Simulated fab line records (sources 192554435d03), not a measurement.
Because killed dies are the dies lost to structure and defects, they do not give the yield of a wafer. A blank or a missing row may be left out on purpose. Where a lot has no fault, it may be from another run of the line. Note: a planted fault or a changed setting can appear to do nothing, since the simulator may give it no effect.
Which tool was responsible? + flow n5_finfet + Sampling: 10 lots, 28 wafers, 7 of 1938 route steps

WHAT THE GAUGES READ, wafer by wafer
N5_FIN_SAQP_CD_MEAS_31 targets a cd of 8 nm.
| lot  | measured    | on        | cd_nm (nm)     |
|------|-------------|-----------|----------------|
| L362 | day 2 02:37 | cd_sem-02 | 8.28 7.80 7.78 |
| L363 | day 2 07:18 | cd_sem-02 | 8.05 8.03 7.84 |
| L364 | day 2 13:47 | cd_sem-01 | 8.07 7.90 7.99 |
| L366 | day 3 02:11 | cd_sem-01 | 8.31 8.56 8.23 |
| L369 | day 3 19:32 | cd_sem-02 | 8.18 8.11 8.38 |
| L373 | day 5 00:59 | cd_sem-01 | 8.29 8.51 7.80 |
| L377 | day 5 20:05 | cd_sem-02 | 7.77 8.18      |
| L378 | day 6 01:23 | cd_sem-01 | 8.34 8.41 8.23 |
| L379 | day 6 07:53 | cd_sem-02 | 8.04 8.23 8.11 |
| L382 | day 7 03:11 | cd_sem-01 | 8.47 8.07      |

N5_FIN_SAQP_INSPECT_40: inspects for defects (brightfield).
| lot  | measured    | on                | raw_defect_count |
|------|-------------|-------------------|------------------|
| L362 | day 2 03:12 | defect_inspect-01 | 323 223 279      |
| L363 | day 2 07:56 | defect_inspect-02 | 217 216 203      |
| L364 | day 2 14:25 | defect_inspect-01 | 229 143 203      |
| L366 | day 3 02:46 | defect_inspect-02 | 205 219 297      |
| L369 | day 3 20:07 | defect_inspect-01 | 194 252 175      |
| L373 | day 5 01:39 | defect_inspect-01 | 278 310 316      |
| L377 | day 5 20:40 | defect_inspect-01 | 259 188          |
| L378 | day 6 01:59 | defect_inspect-01 | 1364 1355 1244   |
| L379 | day 6 08:31 | defect_inspect-01 | 1369 1551 1274   |
| L382 | day 7 03:46 | defect_inspect-02 | 163 160          |

N5_FIN_CUT_OVL_MEAS_09.
| lot  | measured    | on         | FIN_CUT_OVL (nm) |
|------|-------------|------------|------------------|
| L362 | day 2 03:40 | overlay-01 | -0.1 -0.1 0.4    |
| L363 | day 2 08:23 | overlay-01 | -0.4 0.6 -0.1    |
| L364 | day 2 14:53 | overlay-01 | -0.1 0.2 0.0     |
| L366 | day 3 03:07 | overlay-02 | -0.1 -0.6 0.1    |
| L369 | day 3 20:35 | overlay-01 | -0.8 -1.1 0.6    |
| L373 | day 5 01:59 | overlay-02 | 1.4 0.6 0.1      |
| L377 | day 5 21:08 | overlay-01 | 1.2 0.7          |
| L378 | day 6 02:19 | overlay-02 | -0.3 -0.1 0.6    |
| L379 | day 6 08:51 | overlay-02 | 1.2 0.3 0.5      |
| L382 | day 7 04:07 | overlay-01 | 0.6 0.4          |

N5_FIN_CUT_INSPECT_10: inspects for defects (brightfield).
| lot  | measured    | on                | raw_defect_count |
|------|-------------|-------------------|------------------|
| L362 | day 2 03:43 | defect_inspect-02 | 42 42 37         |
| L363 | day 2 08:26 | defect_inspect-02 | 38 45 47         |
| L364 | day 2 14:55 | defect_inspect-02 | 61 36 32         |
| L366 | day 3 03:10 | defect_inspect-02 | 39 32 48         |
| L369 | day 3 20:38 | defect_inspect-01 | 37 42 34         |
| L373 | day 5 02:02 | defect_inspect-01 | 40 44 47         |
| L377 | day 5 21:10 | defect_inspect-02 | 34 37            |
| L378 | day 6 02:22 | defect_inspect-02 | 1199 1210 1094   |
| L379 | day 6 08:54 | defect_inspect-01 | 1171 1208 1141   |
| L382 | day 7 04:10 | defect_inspect-01 | 33 35            |

N5_BEOL_M4_RC_MEAS_101.
| lot  | measured     | on        | DIBL_N (mV/V)  | DIBL_P (mV/V)  | IOFF_N (nA/um) | IOFF_P (nA/um) | ION_N (uA/um) | ION_P (uA/um) | SS_N (mV/dec)  | SS_P (mV/dec)  | VT_N (mV)   | VT_P (mV)      |
|------|--------------|-----------|----------------|----------------|----------------|----------------|---------------|---------------|----------------|----------------|-------------|----------------|
| L362 | day 8 10:38  | prober-01 | 34.2 35.1 32.4 | 34.7 37.1 30.0 | 0.12 0.13 0.09 | 0.16 0.19 0.10 | 667 674 647   | 455 463 440   | 70.9 71.0 70.4 | 72.1 72.9 71.1 | 253 252 260 | -255 -254 -262 |
| L363 | day 9 04:32  | prober-02 | 35.9 36.7 35.2 | 36.2 36.3 36.0 | 0.15 0.15 0.14 | 0.21 0.20 0.21 | 666 656 664   | 459 453 461   | 70.7 71.3 71.9 | 73.0 73.7 73.2 | 249 250 253 | -249 -252 -248 |
| L364 | day 9 11:28  | prober-01 | 34.2 37.0 35.7 | 34.5 38.1 37.1 | 0.11 0.16 0.13 | 0.18 0.22 0.21 | 655 655 668   | 451 448 463   | 71.1 72.2 71.2 | 72.1 73.3 72.9 | 258 250 252 | -254 -252 -251 |
| L366 | day 9 17:33  | prober-02 | 35.4 36.6 31.5 | 33.8 36.8 31.6 | 0.14 0.15 0.09 | 0.16 0.21 0.14 | 645 653 640   | 443 449 446   | 71.9 72.1 70.9 | 72.2 73.5 71.8 | 251 252 257 | -253 -249 -253 |
| L369 | day 10 03:28 | prober-01 | 37.2 33.1 36.8 | 36.5 31.3 36.6 | 0.16 0.11 0.16 | 0.25 0.18 0.24 | 671 648 660   | 462 447 462   | 71.9 71.2 71.2 | 73.6 73.2 73.8 | 252 255 250 | -246 -248 -247 |
| L373 | day 11 20:53 | prober-01 | 33.4 38.8 36.5 | 32.6 38.4 35.0 | 0.11 0.19 0.14 | 0.14 0.21 0.17 | 661 669 657   | 448 446 454   | 70.1 72.4 71.5 | 73.1 73.8 72.4 | 256 251 254 | -258 -252 -255 |
| L377 | day 13 03:30 | prober-01 | 38.2 37.5      | 39.8 38.9      | 0.20 0.18      | 0.25 0.24      | 684 670       | 468 459       | 72.4 72.2      | 73.7 73.6      | 249 249     | -249 -251      |
| L378 | day 12 22:58 | prober-02 | 38.1 38.3 37.2 | 37.6 38.7 37.2 | 0.21 0.21 0.20 | 0.26 0.26 0.24 | 680 685 688   | 465 468 465   | 71.9 72.3 71.7 | 73.6 74.0 73.9 | 245 244 246 | -246 -249 -249 |
| L379 | day 13 02:46 | prober-02 | 34.6 38.4 37.3 | 35.2 41.1 39.9 | 0.13 0.23 0.18 | 0.19 0.30 0.30 | 662 700 656   | 461 477 459   | 71.6 71.5 71.9 | 72.9 74.3 74.1 | 252 240 248 | -250 -246 -244 |
| L382 | day 14 03:44 | prober-02 | 35.1 40.6      | 34.2 41.2      | 0.16 0.31      | 0.24 0.38      | 682 707       | 478 487       | 71.1 72.5      | 72.9 74.8      | 251 241     | -243 -238      |

TOOL THAT RAN EACH LOT (tool first, then ch and the chambers of the sampled wafers, then the start)
| lot  | N5_FIN_SAQP_RECESS_75             | N5_FIN_SAQP_MANDREL2_REMOVE_60  |
|------|-----------------------------------|---------------------------------|
| L362 | vapor_etch-01 ch 0,1, day 1 23:32 | rie_si-02 ch 0,1,2, day 2 02:30 |
| L363 | vapor_etch-02 ch 0,1, day 2 04:19 | rie_si-03 ch 1,2, day 2 07:11   |
| L364 | vapor_etch-02 ch 0,1, day 2 10:49 | rie_si-03 ch 2,3, day 2 13:40   |
| L366 | vapor_etch-01 ch 1, day 2 22:58   | rie_si-03 ch 0,3, day 3 02:05   |
| L369 | vapor_etch-02 ch 0,1, day 3 16:33 | rie_si-02 ch 1,2,3, day 3 19:25 |
| L373 | vapor_etch-02 ch 1, day 4 18:52   | rie_si-02 ch 0,2,3, day 5 00:52 |
| L377 | vapor_etch-02 ch 0,1, day 5 16:59 | rie_si-01 ch 0,3, day 5 19:58   |
| L378 | vapor_etch-02 ch 0,1, day 5 22:31 | rie_si-03 ch 0,3, day 6 01:16   |
| L379 | vapor_etch-02 ch 0,1, day 6 04:05 | rie_si-03 ch 1,3, day 6 07:47   |
| L382 | vapor_etch-01 ch 0,1, day 6 22:41 | rie_si-02 ch 0,3, day 7 03:04   |
- N5_FIN_SAQP_RECESS_75: chemistry HF/NH3, target SiO2, target depth 14.4 nm, afs cycles 3, sublimation time 60 s.
- N5_FIN_SAQP_MANDREL2_REMOVE_60: chemistry HBr/Cl2/O2, target a-Si, stops on SiNx, bt time 10 s.

WHAT THE TOOLS THEMSELVES READ (means of the sampled wafers that have a number; where no wafer has one, the mark that the record gives instead)
N5_FIN_SAQP_RECESS_75.
| lot  | tool          | drypump_motor_current_A (A) |
|------|---------------|-----------------------------|
| L362 | vapor_etch-01 | 5.78                        |
| L363 | vapor_etch-02 | 5.72                        |
| L364 | vapor_etch-02 | 5.47                        |
| L366 | vapor_etch-01 | 5.81                        |
| L369 | vapor_etch-02 | 5.71                        |
| L373 | vapor_etch-02 | 5.95                        |
| L377 | vapor_etch-02 | 5.61                        |
| L378 | vapor_etch-02 | 5.48                        |
| L379 | vapor_etch-02 | 5.73                        |
| L382 | vapor_etch-01 | 5.78                        |

N5_FIN_SAQP_MANDREL2_REMOVE_60.
| lot  | tool      | drypump_motor_current_A (A) | oes_product_au (a.u.) | throttle_valve_pct (%) |
|------|-----------|-----------------------------|-----------------------|------------------------|
| L362 | rie_si-02 | 5.2                         | 0.989                 | 37.1                   |
| L363 | rie_si-03 | 5.1                         | 0.983                 | 37.1                   |
| L364 | rie_si-03 | 5.1                         | 0.994                 | 37.5                   |
| L366 | rie_si-03 | 5.5                         | 1.021                 | 36.8                   |
| L369 | rie_si-02 | 5.4                         | 0.988                 | 37.0                   |
| L373 | rie_si-02 | 5.4                         | 0.983                 | 37.0                   |
| L377 | rie_si-01 | 5.9                         | 0.979                 | 36.8                   |
| L378 | rie_si-03 | 5.5                         | 1.030                 | 36.8                   |
| L379 | rie_si-03 | 5.3                         | 0.989                 | 36.9                   |
| L382 | rie_si-02 | 5.4                         | 0.976                 | 36.9                   |

THE ANSWER, worked out from the rows above alone
Rule: usual is defined by the lots themselves. Put in order of their means at a reading, lots are off if they are a third of the lots or fewer, leave a main group of 4 or more, and stand apart from it by a gap of 3 or more times the standard deviation of the main group's means; of several such gaps the widest counts. A main group whose means are all the same, to the digits that the tables above print for the reading, isn't used. A lot without any number at a reading at which 4 lots or more have one is off too. Where the step has rows for the other lots, those lots are counted as sound. The gauges are gone through in route order, then the tools' own readings, and for those a lot's mean is taken as printed above. The first step at which some lot is off is used, and at that step the reading that is off furthest; a lot without a number counts as furthest.
Off, at N5_FIN_SAQP_INSPECT_40 on raw_defect_count: L378, L379. The main group: mean 227, standard deviation 42.
If a tool, at a process step before that reading, ran all the lots that are off and no sound lot after the first of them, it fits. Gauges at N5_FIN_SAQP_INSPECT_40: tried the same way as those tools. Can't be told from this: 3 tools fit, vapor_etch-02 at N5_FIN_SAQP_RECESS_75, rie_si-03 at N5_FIN_SAQP_MANDREL2_REMOVE_60, defect_inspect-01 at N5_FIN_SAQP_INSPECT_40.

WHAT THE SIMULATOR HAD PUT IN
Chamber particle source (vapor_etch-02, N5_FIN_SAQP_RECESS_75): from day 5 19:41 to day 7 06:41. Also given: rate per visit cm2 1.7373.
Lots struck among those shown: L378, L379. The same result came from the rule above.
